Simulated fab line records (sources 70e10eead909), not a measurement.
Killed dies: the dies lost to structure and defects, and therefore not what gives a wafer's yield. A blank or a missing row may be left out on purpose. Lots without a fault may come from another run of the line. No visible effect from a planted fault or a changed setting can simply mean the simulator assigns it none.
Chamber matching || flow nand_harc || rie_diel-05 running NHARC_A_STAIRCASE_TRIM_220: 4 sister chambers
The step chemistry O2, time 211.2 s. 8 wafers are shown with their chamber, then 10 later ones without.

== EACH WAFER AND ITS CHAMBER ==
{"wafer": "L077.2", "chamber": 0, "showerhead_plenum_p_Torr (Torr)": 3.29, "oes_product_au (a.u.)": 1.007}
{"wafer": "L080.4", "chamber": 2, "showerhead_plenum_p_Torr (Torr)": 3.44, "oes_product_au (a.u.)": 1.002}
{"wafer": "L081.2", "chamber": 1, "showerhead_plenum_p_Torr (Torr)": 3.66, "oes_product_au (a.u.)": 0.981}
{"wafer": "L081.4", "chamber": 0, "showerhead_plenum_p_Torr (Torr)": 3.29, "oes_product_au (a.u.)": 1.008}
{"wafer": "L085.1", "chamber": 2, "showerhead_plenum_p_Torr (Torr)": 3.43, "oes_product_au (a.u.)": 0.994}
{"wafer": "L085.6", "chamber": 3, "showerhead_plenum_p_Torr (Torr)": 3.54, "oes_product_au (a.u.)": 1.000}
{"wafer": "L084.3", "chamber": 3, "showerhead_plenum_p_Torr (Torr)": 3.54, "oes_product_au (a.u.)": 1.014}
{"wafer": "L084.4", "chamber": 1, "showerhead_plenum_p_Torr (Torr)": 3.65, "oes_product_au (a.u.)": 0.983}

== WAFERS WHOSE CHAMBER IS MISSING ==
{"wafer": "L084.5", "showerhead_plenum_p_Torr (Torr)": 3.65, "oes_product_au (a.u.)": 0.978}
{"wafer": "L089.3", "showerhead_plenum_p_Torr (Torr)": 3.65, "oes_product_au (a.u.)": 0.992}
{"wafer": "L089.4", "showerhead_plenum_p_Torr (Torr)": 3.54, "oes_product_au (a.u.)": 1.000}
{"wafer": "L089.6", "showerhead_plenum_p_Torr (Torr)": 3.42, "oes_product_au (a.u.)": 1.006}
{"wafer": "L092.1", "showerhead_plenum_p_Torr (Torr)": 3.27, "oes_product_au (a.u.)": 0.984}
{"wafer": "L092.4", "showerhead_plenum_p_Torr (Torr)": 3.53, "oes_product_au (a.u.)": 0.999}
{"wafer": "L092.5", "showerhead_plenum_p_Torr (Torr)": 3.27, "oes_product_au (a.u.)": 0.983}
{"wafer": "L092.2", "showerhead_plenum_p_Torr (Torr)": 3.42, "oes_product_au (a.u.)": 1.003}
{"wafer": "L092.3", "showerhead_plenum_p_Torr (Torr)": 3.64, "oes_product_au (a.u.)": 0.991}
{"wafer": "L092.6", "showerhead_plenum_p_Torr (Torr)": 3.53, "oes_product_au (a.u.)": 1.004}

== WHICH CHAMBER EACH ONE RAN IN ==
{"wafer": "L084.5", "from the rows above": 1, "in truth": 1}
{"wafer": "L089.3", "from the rows above": 1, "in truth": 1}
{"wafer": "L089.4", "from the rows above": 3, "in truth": 3}
{"wafer": "L089.6", "from the rows above": 2, "in truth": 2}
{"wafer": "L092.1", "from the rows above": 0, "in truth": 0}
{"wafer": "L092.4", "from the rows above": 3, "in truth": 3}
{"wafer": "L092.5", "from the rows above": 0, "in truth": 0}
{"wafer": "L092.2", "from the rows above": 2, "in truth": 2}
{"wafer": "L092.3", "from the rows above": 1, "in truth": 1}
{"wafer": "L092.6", "from the rows above": 3, "in truth": 3}
Placed correctly: 10 of 10. Number that these rows cannot place: 0. 0 placed wrongly.
How it was worked out, from the rows above alone: a wafer's distance from a chamber is the root of the sum, over the readings, of the square of ((its reading less the chamber's mean) divided by the reading's scatter). The wafer belongs to the nearest chamber; if the next one is less than 2 further off, it can't be placed. For every chamber, the mean is computed from those of its wafers that are shown. How the scatter is found: for the shown wafers, subtract from each reading the mean of its chamber, square and add these, divide the total by (wafers less chambers), then take the root.
